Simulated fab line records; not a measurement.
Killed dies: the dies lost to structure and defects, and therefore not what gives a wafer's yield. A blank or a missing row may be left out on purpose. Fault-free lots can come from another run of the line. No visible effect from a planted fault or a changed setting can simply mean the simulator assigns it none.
The tool behind it: which one? ; flow nand harc ; 24 lots, 72 wafers sampled, at 6 steps of a route of 1302

WHAT EACH GAUGE READ, for each wafer
NHARC_P_GATE_CD_MEAS_91: the cd target is 2000 nm. Usual: cd nm reads 2000.4 nm (standard deviation 2.3).
lot;measured;on;cd nm (nm);flag
L074;day 6 02:34;cd sem-01;2000.1 2001.8 2003.4;
L075;day 6 03:25;cd sem-01;1998.8 2003.2 1997.5;
L076;day 6 22:03;cd sem-02;1999.1 2004.4 2000.2;
L078;day 7 08:53;cd sem-03;2000.7 2001.6 2003.3;
L077;day 7 09:39;cd sem-01;1999.8 2002.9 1997.4;
L079;day 7 23:52;cd sem-02;2000.9 1999.8 1999.5;
L081;day 8 12:40;cd sem-03;1999.7 1995.9 2001.6;
L080;day 8 15:39;cd sem-01;1999.1 2000.6 2002.7;
L082;day 9 04:53;cd sem-02;2000.6 2000.3 2002.9;
L083;day 9 11:04;cd sem-03;1999.6 2000.0 2004.1;
L084;day 10 05:24;cd sem-01;1999.5 2001.8 2002.2;
L085;day 10 12:03;cd sem-02;2002.0 2003.3 2001.7;
L086;day 10 12:16;cd sem-02;1997.0 1995.6 2003.2;
L087;day 11 14:44;cd sem-03;2000.3 2001.8 2002.7;
L088;day 11 15:35;cd sem-02;1997.9 2002.3 1999.1;
L089;day 11 19:56;cd sem-02;2001.2 1997.3 1999.6;
L090;day 12 11:58;cd sem-03;2000.7 2001.6 2004.4;
L091;day 12 21:58;cd sem-01;2001.4 1997.3 2001.6;
L092;day 13 18:31;cd sem-01;2000.5 1999.3 1999.4;
L093;day 13 22:43;cd sem-02;2003.5 1997.6 1998.3;
L094;day 14 02:23;cd sem-01;1996.6 1996.8 1994.9;
L095;day 14 17:28;cd sem-02;2002.3 1995.4 2002.6;
L096;day 14 21:50;cd sem-03;1998.6 2001.8 1999.6;
L097;day 15 02:25;cd sem-01;1997.5 2000.4 2001.8;

NHARC_P_M2_THK_MEAS_24: measures by xrf. Usual: thk nm reads 144.3 nm (standard deviation 1.7).
lot;measured;on;thk nm (nm);flag
L074;day 6 22:23;film metro-02;146.2 144.4 146.4;
L075;day 6 23:51;film metro-02;144.2 144.1 142.9;
L076;day 7 17:55;film metro-01;146.9 144.7 144.4;
L078;day 8 06:56;film metro-01;144.2 146.5 144.4;
L077;day 8 07:35;film metro-02;145.7 147.1 148.0;
L079;day 8 19:53;film metro-01;144.2 141.9 144.3;
L081;day 9 09:04;film metro-02;146.3 144.7 144.8;
L080;day 9 11:19;film metro-02;144.9 144.9 144.8;
L082;day 10 00:59;film metro-01;145.5 141.9 142.0;
L083;day 10 07:31;film metro-02;143.3 143.9 141.8;
L084;day 11 01:19;film metro-02;145.3 145.7 143.9;
L085;day 11 07:43;film metro-02;146.0 145.9 143.7;
L086;day 11 08:21;film metro-02;143.0 142.5 142.8;
L087;day 12 10:34;film metro-01;141.7 145.0 143.7;
L088;day 12 11:39;film metro-02;141.0 144.8 143.8;
L089;day 12 16:05;film metro-02;143.7 144.2 142.9;
L090;day 13 07:19;film metro-02;141.3 142.8 142.2;
L091;day 13 17:26;film metro-02;143.0 142.8 144.6;
L092;day 14 14:29;film metro-01;143.0 141.4 143.7;
L093;day 14 18:38;film metro-01;146.1 147.0 145.1;
L094;day 14 22:08;film metro-02;142.6 142.9 141.9;
L095;day 15 13:26;film metro-02;147.7 147.4 146.8;
L096;day 15 17:52;film metro-01;147.4 147.3 148.1;
L097;day 15 22:08;film metro-02;141.1 143.3 145.4;

EACH LOT AND THE TOOL THAT RAN IT (in order: tool; ch and the chambers of the sampled wafers; start)
lot;NHARC_P_GATE_HM_DEP_102;NHARC_P_CONTACT_CMP_01;NHARC_P_CONTACT_ALD_22;NHARC_P_M0_PVD_20
L074;acl dep-03 ch 0, day 5 09:58;cmp-03 ch 0,1,3, day 6 06:38;ald metal-01 ch 2,3, day 6 09:26;pvd sputter-01, day 6 22:23 or earlier
L075;acl dep-03 ch 0, day 5 10:38;cmp-01 ch 0,1,2, day 6 07:29;ald metal-02 ch 1,3, day 6 10:19;pvd sputter-03, day 6 23:51 or earlier
L076;acl dep-02 ch 0, day 6 05:21;cmp-01 ch 0,1,2, day 7 01:57;ald metal-02 ch 1,2,3, day 7 04:41;pvd sputter-01, day 7 17:55 or earlier
L078;acl dep-03 ch 0, day 6 16:21;cmp-03 ch 0,1,2, day 7 15:10;ald metal-01 ch 0,2,3, day 7 18:01;pvd sputter-01, day 8 06:56 or earlier
L077;acl dep-03 ch 0, day 6 16:53;cmp-02 ch 0,1,2, day 7 15:16;ald metal-03 ch 1,2,3, day 7 18:06;pvd sputter-02, day 8 07:35 or earlier
L079;acl dep-03 ch 0, day 7 06:40;cmp-02 ch 0,1,2, day 8 04:03;ald metal-03 ch 1,2,3, day 8 06:53;pvd sputter-01, day 8 19:53 or earlier
L081;acl dep-02 ch 0, day 7 20:06;cmp-02 ch 0,1,3, day 8 16:41;ald metal-03 ch 1,3, day 8 19:33;pvd sputter-03, day 9 09:04 or earlier
L080;acl dep-02 ch 0, day 7 20:52;cmp-02 ch 0,3, day 8 19:29;ald metal-02 ch 1,2,3, day 8 22:20;pvd sputter-01, day 9 11:19 or earlier
L082;acl dep-01 ch 0, day 8 12:29;cmp-02 ch 0,2,3, day 9 08:44;ald metal-01 ch 1,2,3, day 9 11:38;pvd sputter-03, day 10 00:59 or earlier
L083;acl dep-02 ch 0, day 8 18:09;cmp-02 ch 2,3, day 9 14:58;ald metal-02 ch 0,2, day 9 17:49;pvd sputter-03, day 10 07:31 or earlier
L084;acl dep-01 ch 0, day 9 12:38;cmp-02 ch 0,1, day 10 09:16;ald metal-02 ch 0,2,3, day 10 12:11;pvd sputter-02, day 11 01:19 or earlier
L085;acl dep-01 ch 0, day 9 19:05;cmp-03 ch 1,3, day 10 16:04;ald metal-01 ch 2,3, day 10 18:49;pvd sputter-02, day 11 07:43 or earlier
L086;acl dep-02 ch 0, day 9 19:11;cmp-03 ch 1,3, day 10 16:26;ald metal-03 ch 0,2, day 10 19:14;pvd sputter-01, day 11 08:21 or earlier
L087;acl dep-02 ch 0, day 10 22:16;cmp-02 ch 0,2,3, day 11 18:38;ald metal-01 ch 1,2,3, day 11 21:20;pvd sputter-02, day 12 10:34 or earlier
L088;acl dep-02 ch 0, day 10 22:55;cmp-03 ch 1,2,3, day 11 19:41;ald metal-01 ch 0,1,2, day 11 22:23;pvd sputter-01, day 12 11:39 or earlier
L089;acl dep-01 ch 0, day 11 01:01;cmp-02 ch 0,1,3, day 11 23:47;ald metal-02 ch 0,2,3, day 12 02:30;pvd sputter-03, day 12 16:05 or earlier
L090;acl dep-01 ch 0, day 11 17:07;cmp-02 ch 0,1,3, day 12 15:50;ald metal-01 ch 0,2,3, day 12 18:43;pvd sputter-01, day 13 07:19 or earlier
L091;acl dep-03 ch 0, day 12 05:25;cmp-01 ch 0,1, day 13 01:54;ald metal-03 ch 0,2,3, day 13 04:38;pvd sputter-02, day 13 17:26 or earlier
L092;acl dep-02 ch 0, day 12 23:46;cmp-02 ch 0,1,3, day 13 22:25;ald metal-01 ch 0,1,2, day 14 01:23;pvd sputter-03, day 14 14:29 or earlier
L093;acl dep-02 ch 0, day 13 05:42;cmp-01 ch 2,3, day 14 02:38;ald metal-02 ch 0,2,3, day 14 05:32;pvd sputter-02, day 14 18:38 or earlier
L094;acl dep-03 ch 0, day 13 09:34;cmp-03 ch 2,3, day 14 06:16;ald metal-01 ch 0,3, day 14 09:09;pvd sputter-03, day 14 22:08 or earlier
L095;acl dep-01 ch 0, day 14 00:59;cmp-01 ch 0,3, day 14 21:20;ald metal-03 ch 2,3, day 15 00:12;pvd sputter-02, day 15 13:26 or earlier
L096;acl dep-01 ch 0, day 14 05:28;cmp-01 ch 0,1,3, day 15 01:41;ald metal-02 ch 1,2,3, day 15 04:40;pvd sputter-01, day 15 17:52 or earlier
L097;acl dep-01 ch 0, day 14 09:43;cmp-03 ch 1,2, day 15 06:30;ald metal-03 ch 1,2,3, day 15 09:14;pvd sputter-02, day 15 22:08 or earlier
- NHARC_P_GATE_HM_DEP_102: deposits aC, target thk 120 nm.
- NHARC_P_CONTACT_CMP_01: polishes SiO2, target thk 200 nm.
- NHARC_P_CONTACT_ALD_22: deposits TiN, target thk 3 nm, pulse time 1 s, ald cycles 150.
- NHARC_P_M0_PVD_20: deposits TaN, target thk 5 nm, time 8.06 s.

WHAT THE TOOLS THEMSELVES READ (means of the sampled wafers that have a number; where no wafer has one, the mark that the record gives instead)
NHARC_P_GATE_HM_DEP_102. Usual: throttle valve pct reads 34.999 % (standard deviation 0.009).
lot;tool;throttle valve pct (%);flag
L074;acl dep-03;34.991;
L075;acl dep-03;35.000;
L076;acl dep-02;35.001;
L078;acl dep-03;34.994;
L077;acl dep-03;35.004;
L079;acl dep-03;35.004;
L081;acl dep-02;34.992;
L080;acl dep-02;35.007;
L082;acl dep-01;35.001;
L083;acl dep-02;35.004;
L084;acl dep-01;34.994;
L085;acl dep-01;35.002;
L086;acl dep-02;34.989;
L087;acl dep-02;34.989;
L088;acl dep-02;35.000;
L089;acl dep-01;35.000;
L090;acl dep-01;34.998;
L091;acl dep-03;34.995;
L092;acl dep-02;34.999;
L093;acl dep-02;35.004;
L094;acl dep-03;35.006;
L095;acl dep-01;34.989;
L096;acl dep-01;35.001;
L097;acl dep-01;34.991;

NHARC_P_CONTACT_CMP_01. Usual: motor current A 11.8 A, standard deviation 0.61; slurry filter dp kPa 13.50 kPa, standard deviation 0.14.
lot;tool;motor current A (A);slurry filter dp kPa (kPa);flag
L074;cmp-03;11.6;13.54;
L075;cmp-01;11.7;13.53;
L076;cmp-01;11.6;13.40;
L078;cmp-03;11.4;13.50;
L077;cmp-02;12.0;13.48;
L079;cmp-02;11.7;13.41;
L081;cmp-02;11.7;13.45;
L080;cmp-02;11.8;13.40;
L082;cmp-02;11.3;13.58;
L083;cmp-02;11.9;13.52;
L084;cmp-02;12.1;13.44;
L085;cmp-03;11.5;13.34;
L086;cmp-03;11.4;13.43;
L087;cmp-02;11.6;13.44;
L088;cmp-03;11.4;13.48;
L089;cmp-02;12.1;13.61;
L090;cmp-02;11.9;13.50;
L091;cmp-01;12.2;13.58;
L092;cmp-02;12.2;13.51;
L093;cmp-01;11.8;13.44;
L094;cmp-03;11.5;13.40;
L095;cmp-01;11.5;13.61;
L096;cmp-01;12.0;13.43;
L097;cmp-03;11.2;13.44;

NHARC_P_CONTACT_ALD_22. Usual: heater power w 1121 W, standard deviation 110; precursor pulse height rel 1.000, standard deviation 0.02.
lot;tool;heater power w (W);precursor pulse height rel;flag
L074;ald metal-01;1061;0.991;
L075;ald metal-02;1099;0.998;
L076;ald metal-02;1159;0.993;
L078;ald metal-01;1076;1.005;
L077;ald metal-03;1246;0.986;
L079;ald metal-03;1215;0.994;
L081;ald metal-03;1313;0.999;
L080;ald metal-02;1141;0.994;
L082;ald metal-01;1057;1.020;
L083;ald metal-02;1167;1.004;
L084;ald metal-02;1194;0.988;
L085;ald metal-01;1055;1.005;
L086;ald metal-03;1006;0.998;
L087;ald metal-01;1083;1.019;
L088;ald metal-01;1056;1.001;
L089;ald metal-02;1198;0.995;
L090;ald metal-01;1053;1.023;
L091;ald metal-03;1096;1.005;
L092;ald metal-01;1055;0.981;
L093;ald metal-02;1207;0.993;
L094;ald metal-01;1050;0.995;
L095;ald metal-03;1217;1.006;
L096;ald metal-02;1110;1.003;
L097;ald metal-03;1212;1.004;

NHARC_P_M0_PVD_20. Usual: chamber pressure pa 0.12001 Pa, standard deviation 0.00024; throttle valve pct 29.5 %, standard deviation 0.86.
lot;tool;chamber pressure pa (Pa);throttle valve pct (%);flag
L074;pvd sputter-01;0.11990;28.9;
L075;pvd sputter-03;0.12004;30.1;
L076;pvd sputter-01;0.11993;29.2;
L078;pvd sputter-01;0.12001;29.1;
L077;pvd sputter-02;0.12035;30.0;
L079;pvd sputter-01;0.11991;29.4;
L081;pvd sputter-03;0.11995;29.4;
L080;pvd sputter-01;0.12005;29.7;
L082;pvd sputter-03;0.12013;29.6;
L083;pvd sputter-03;0.11986;29.7;
L084;pvd sputter-02;0.12020;29.2;
L085;pvd sputter-02;0.11988;29.5;
L086;pvd sputter-01;0.12002;29.2;
L087;pvd sputter-02;0.11990;30.1;
L088;pvd sputter-01;0.12001;29.3;
L089;pvd sputter-03;0.12014;29.6;
L090;pvd sputter-01;0.11980;29.3;
L091;pvd sputter-02;0.11986;29.0;
L092;pvd sputter-03;0.11988;29.6;
L093;pvd sputter-02;0.12030;29.7;
L094;pvd sputter-03;0.12012;29.6;
L095;pvd sputter-02;0.12023;31.1;
L096;pvd sputter-01;0.11982;29.2;
L097;pvd sputter-02;0.11987;28.8;

THE ANSWER, worked out from the rows above alone
Rule: take the mean of a lot's wafers that have a number; if it is more than 3 standard deviations from the usual mean, the lot is off. Also off: a lot with no number at a reading for which 4 or more lots have one. All remaining lots with rows at the step are treated as sound. The gauges are gone through in route order, then the tools' own readings, and for those a lot's mean is taken as printed above. The first step at which some lot is off is used, and at that step the reading that is off furthest; a lot without a number counts as furthest.
None of the lots is off at any reading shown; this tells nothing.

WHAT THE SIMULATOR HAD PUT IN
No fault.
